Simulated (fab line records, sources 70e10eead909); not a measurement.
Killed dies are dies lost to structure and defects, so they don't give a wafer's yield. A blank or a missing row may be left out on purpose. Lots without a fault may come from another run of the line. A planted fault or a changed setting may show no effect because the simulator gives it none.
Which tool did it? | flow nand_harc | 11 lots, 33 wafers sampled, at 5 steps of a route of 1302

WHAT THE GAUGES READ, wafer by wafer
NHARC_END_SORT_01. Usual: killed_at_array 61, standard deviation 22; killed_at_other 0.8, standard deviation 1; killed_at_periphery 3.8, standard deviation 2.3; killed_dies 66, standard deviation 22; killed_open 3.2, standard deviation 1.9; killed_short 2.8, standard deviation 1.8.
lot  | measured     | on        | killed_at_array | killed_at_other | killed_at_periphery | killed_dies | killed_open | killed_short | flag
L381 | day 25 06:49 | prober-01 | 23 22 20        | 1 0 1           | 3 2 1               | 27 24 22    | 4 1 2       | 6 5 2        |
L395 | day 30 08:08 | prober-02 | 48 64 32        | 2 0 3           | 6 2 4               | 56 66 39    | 1 5 6       | 2 1 2        |

WHICH TOOL RAN EACH LOT (tool, then ch and the chambers of the sampled wafers, then the start)
lot  | NHARC_A_STAIRCASE_TRIM_224                    | NHARC_A_STAIRCASE_TRIM_226                    | NHARC_A_STAIRCASE_TRIM_235                    | NHARC_A_STAIRCASE_HM_DEP_456
L381 | rie_diel-12 ch 1,3, day 16 22:19 or earlier   | rie_diel-12 ch 0,1,3, day 16 22:19 or earlier | rie_diel-12 ch 0,1,2, day 16 22:19 or earlier | acl_dep-03 ch 0, day 16 22:19
L382 | rie_diel-01 ch 2,3, day 17 01:07 or earlier   | rie_diel-01 ch 0,1,2, day 17 01:07 or earlier | rie_diel-12 ch 0,1,2, day 17 01:07 or earlier | acl_dep-02 ch 0, day 17 01:07
L384 | rie_diel-12 ch 0,2, day 17 17:38 or earlier   | rie_diel-12 ch 0,2, day 17 17:38 or earlier   | rie_diel-01 ch 1,3, day 17 17:38 or earlier   | acl_dep-03 ch 0, day 17 17:38
L386 | rie_diel-13 ch 2,3, day 18 07:46 or earlier   | rie_diel-13 ch 0,3, day 18 07:46 or earlier   | rie_diel-13 ch 0,2,3, day 18 07:46 or earlier | acl_dep-01 ch 0, day 18 07:46 and acl_dep-02 ch 0, day 18 10:31
L387 | rie_diel-13 ch 1,2,3, day 18 16:54 or earlier | rie_diel-13 ch 0,1,3, day 18 16:54 or earlier | rie_diel-13 ch 0,2,3, day 18 16:54 or earlier | acl_dep-01 ch 0, day 18 16:54
L388 | rie_diel-12 ch 0,2, day 19 11:38 or earlier   | rie_diel-12 ch 1,2,3, day 19 11:38 or earlier | rie_diel-12 ch 2,3, day 19 11:38 or earlier   | acl_dep-03 ch 0, day 19 11:38
L389 | rie_diel-12 ch 1,2,3, day 19 16:23 or earlier | rie_diel-12 ch 1,2,3, day 19 16:23 or earlier | rie_diel-13 ch 0,3, day 19 16:23 or earlier   | acl_dep-02 ch 0, day 19 16:23
L395 | rie_diel-01 ch 0,2,3, day 22 07:30 or earlier | rie_diel-01 ch 1,2,3, day 22 07:30 or earlier | rie_diel-01 ch 0,3, day 22 07:30 or earlier   | acl_dep-03 ch 0, day 22 07:30
L401 | rie_diel-12 ch 1,2,3, day 24 10:31 or earlier | rie_diel-12 ch 0,2,3, day 24 10:31 or earlier | rie_diel-01 ch 0,1,2, day 24 10:31 or earlier | acl_dep-02 ch 0, day 24 10:31
L402 | rie_diel-01 ch 0,1,3, day 25 06:54 or earlier | rie_diel-01 ch 0,1, day 25 06:54 or earlier   | rie_diel-12 ch 0,2,3, day 25 06:54 or earlier | acl_dep-03 ch 0, day 25 06:54
L403 | rie_diel-01 ch 0,1,3, day 25 22:14 or earlier | rie_diel-01 ch 0,2,3, day 25 22:14 or earlier | rie_diel-01 ch 1,2,3, day 25 22:14 or earlier | acl_dep-03 ch 0, day 25 22:14
- NHARC_A_STAIRCASE_TRIM_224: chemistry O2, time 211.2 s.
- NHARC_A_STAIRCASE_TRIM_226: chemistry O2, time 211.2 s.
- NHARC_A_STAIRCASE_TRIM_235: chemistry O2, time 211.2 s.
- NHARC_A_STAIRCASE_HM_DEP_456: deposits aC, target thk 3100 nm.

WHAT THE TOOLS THEMSELVES READ (means of the sampled wafers that have a number; where no wafer has one, the mark that the record gives instead)
NHARC_A_STAIRCASE_TRIM_224. Usual: chamber_pressure_mTorr 60.01 mTorr, standard deviation 0.054; drypump_motor_current_A 5.7 A, standard deviation 0.34; oes_product_au 1.000 a.u., standard deviation 0.0076; rf_vpp_V 58.0 V, standard deviation 0.85; showerhead_plenum_p_Torr 3.54 Torr, standard deviation 0.17; throttle_valve_pct 17.037 %, standard deviation 0.009.
lot  | tool        | chamber_pressure_mTorr (mTorr) | drypump_motor_current_A (A) | oes_product_au (a.u.) | rf_vpp_V (V) | showerhead_plenum_p_Torr (Torr) | throttle_valve_pct (%) | flag
L381 | rie_diel-12 | 60.02                          | 5.5                         | 1.002                 | 59.0         | 3.76                            | 17.031                 |
L382 | rie_diel-01 | 59.99                          | 6.0                         | 1.002                 | 58.6         | 3.51                            | 17.031                 |
L384 | rie_diel-12 | 59.99                          | 5.8                         | 0.995                 | 57.0         | 3.39                            | 17.036                 |
L386 | rie_diel-13 | 59.97                          | 5.9                         | 1.004                 | 57.5         | 3.49                            | 17.033                 |
L387 | rie_diel-13 | 59.99                          | 5.7                         | 0.995                 | 57.9         | 3.57                            | 17.037                 |
L388 | rie_diel-12 | 60.03                          | 5.8                         | 0.995                 | 58.1         | 3.37                            | 17.038                 |
L389 | rie_diel-12 | 59.98                          | 5.5                         | 0.993                 | 58.3         | 3.62                            | 17.035                 |
L395 | rie_diel-01 | 60.02                          | 5.8                         | 0.999                 | 57.2         | 3.45                            | 17.040                 |
L401 | rie_diel-12 | 60.07                          | 5.5                         | 1.011                 | 57.5         | 3.61                            | 17.035                 |
L402 | rie_diel-01 | 60.03                          | 5.6                         | 0.994                 | 58.6         | 3.50                            | 17.036                 |
L403 | rie_diel-01 | 60.10                          | 5.6                         | 0.991                 | 57.8         | 3.50                            | 17.048                 |

NHARC_A_STAIRCASE_TRIM_226. Usual: chamber_pressure_mTorr 60.00 mTorr, standard deviation 0.068; drypump_motor_current_A 5.7 A, standard deviation 0.33; oes_product_au 0.999 a.u., standard deviation 0.0075; rf_vpp_V 57.7 V, standard deviation 0.96; showerhead_plenum_p_Torr 3.54 Torr, standard deviation 0.16; throttle_valve_pct 17.038 %, standard deviation 0.0091.
lot  | tool        | chamber_pressure_mTorr (mTorr) | drypump_motor_current_A (A) | oes_product_au (a.u.) | rf_vpp_V (V) | showerhead_plenum_p_Torr (Torr) | throttle_valve_pct (%) | flag
L381 | rie_diel-12 | 60.00                          | 5.4                         | 0.995                 | 57.9         | 3.64                            | 17.037                 |
L382 | rie_diel-01 | 59.95                          | 5.7                         | 0.999                 | 58.0         | 3.60                            | 17.039                 |
L384 | rie_diel-12 | 60.02                          | 5.7                         | 1.001                 | 57.1         | 3.39                            | 17.041                 |
L386 | rie_diel-13 | 59.95                          | 6.2                         | 0.987                 | 57.7         | 3.46                            | 17.042                 |
L387 | rie_diel-13 | 59.96                          | 5.9                         | 0.996                 | 56.9         | 3.50                            | 17.035                 |
L388 | rie_diel-12 | 60.01                          | 5.5                         | 0.994                 | 57.5         | 3.62                            | 17.039                 |
L389 | rie_diel-12 | 60.03                          | 5.5                         | 0.991                 | 57.1         | 3.62                            | 17.044                 |
L395 | rie_diel-01 | 59.98                          | 5.8                         | 0.995                 | 57.7         | 3.55                            | 17.031                 |
L401 | rie_diel-12 | 59.98                          | 5.5                         | 1.001                 | 58.4         | 3.49                            | 17.042                 |
L402 | rie_diel-01 | 60.00                          | 5.5                         | 1.002                 | 56.9         | 3.63                            | 17.036                 |
L403 | rie_diel-01 | 60.00                          | 5.8                         | 0.998                 | 57.3         | 3.43                            | 17.034                 |

NHARC_A_STAIRCASE_TRIM_235. Usual: chamber_pressure_mTorr 60.00 mTorr, standard deviation 0.054; drypump_motor_current_A 5.7 A, standard deviation 0.39; oes_product_au 0.998 a.u., standard deviation 0.0075; rf_vpp_V 57.9 V, standard deviation 0.86; showerhead_plenum_p_Torr 3.54 Torr, standard deviation 0.16; throttle_valve_pct 17.037 %, standard deviation 0.0085.
lot  | tool        | chamber_pressure_mTorr (mTorr) | drypump_motor_current_A (A) | oes_product_au (a.u.) | rf_vpp_V (V) | showerhead_plenum_p_Torr (Torr) | throttle_valve_pct (%) | flag
L381 | rie_diel-12 | 60.07                          | 5.7                         | 0.992                 | 57.6         | 3.51                            | 17.035                 |
L382 | rie_diel-12 | 59.95                          | 5.7                         | 0.994                 | 57.1         | 3.51                            | 17.044                 |
L384 | rie_diel-01 | 60.03                          | 5.7                         | 1.007                 | 57.5         | 3.50                            | 17.038                 |
L386 | rie_diel-13 | 60.02                          | 6.1                         | 0.992                 | 57.7         | 3.53                            | 17.032                 |
L387 | rie_diel-13 | 59.99                          | 6.0                         | 0.995                 | 57.9         | 3.53                            | 17.039                 |
L388 | rie_diel-12 | 60.00                          | 5.3                         | 0.989                 | 58.6         | 3.62                            | 17.036                 |
L389 | rie_diel-13 | 60.02                          | 6.2                         | 0.991                 | 57.6         | 3.46                            | 17.039                 |
L395 | rie_diel-01 | 60.02                          | 5.7                         | 0.999                 | 57.4         | 3.38                            | 17.034                 |
L401 | rie_diel-01 | 60.06                          | 5.7                         | 1.006                 | 57.6         | 3.57                            | 17.031                 |
L402 | rie_diel-12 | 59.99                          | 5.5                         | 1.001                 | 57.7         | 3.48                            | 17.029                 |
L403 | rie_diel-01 | 59.96                          | 5.8                         | 0.996                 | 57.3         | 3.53                            | 17.039                 |

NHARC_A_STAIRCASE_HM_DEP_456. Usual: throttle_valve_pct 34.999 %, standard deviation 0.0088.
lot  | tool                  | throttle_valve_pct (%) | flag
L381 | acl_dep-03            | 34.997                 |
L382 | acl_dep-02            | 34.996                 |
L384 | acl_dep-03            | 34.997                 |
L386 | acl_dep-01/acl_dep-02 | 34.999                 |
L387 | acl_dep-01            | 35.001                 |
L388 | acl_dep-03            | 35.001                 |
L389 | acl_dep-02            | 35.000                 |
L395 | acl_dep-03            | 35.001                 |
L401 | acl_dep-02            | 35.005                 |
L402 | acl_dep-03            | 35.003                 |
L403 | acl_dep-03            | 34.999                 |

THE ANSWER, worked out from the rows above alone
Rule: a lot is off if the mean of its wafers that have a number lies more than 3 standard deviations from the usual mean. A lot without any number at a reading at which 4 lots or more have one is off too. The other lots that the step has rows for count as sound. The gauges are gone through in route order, then the tools' own readings, and for those a lot's mean is taken as printed above. The first step at which some lot is off is used, and at that step the reading that is off furthest; a lot without a number counts as furthest.
No lot is off at any reading shown: from this, nothing can be told.

WHAT THE SIMULATOR HAD PUT IN
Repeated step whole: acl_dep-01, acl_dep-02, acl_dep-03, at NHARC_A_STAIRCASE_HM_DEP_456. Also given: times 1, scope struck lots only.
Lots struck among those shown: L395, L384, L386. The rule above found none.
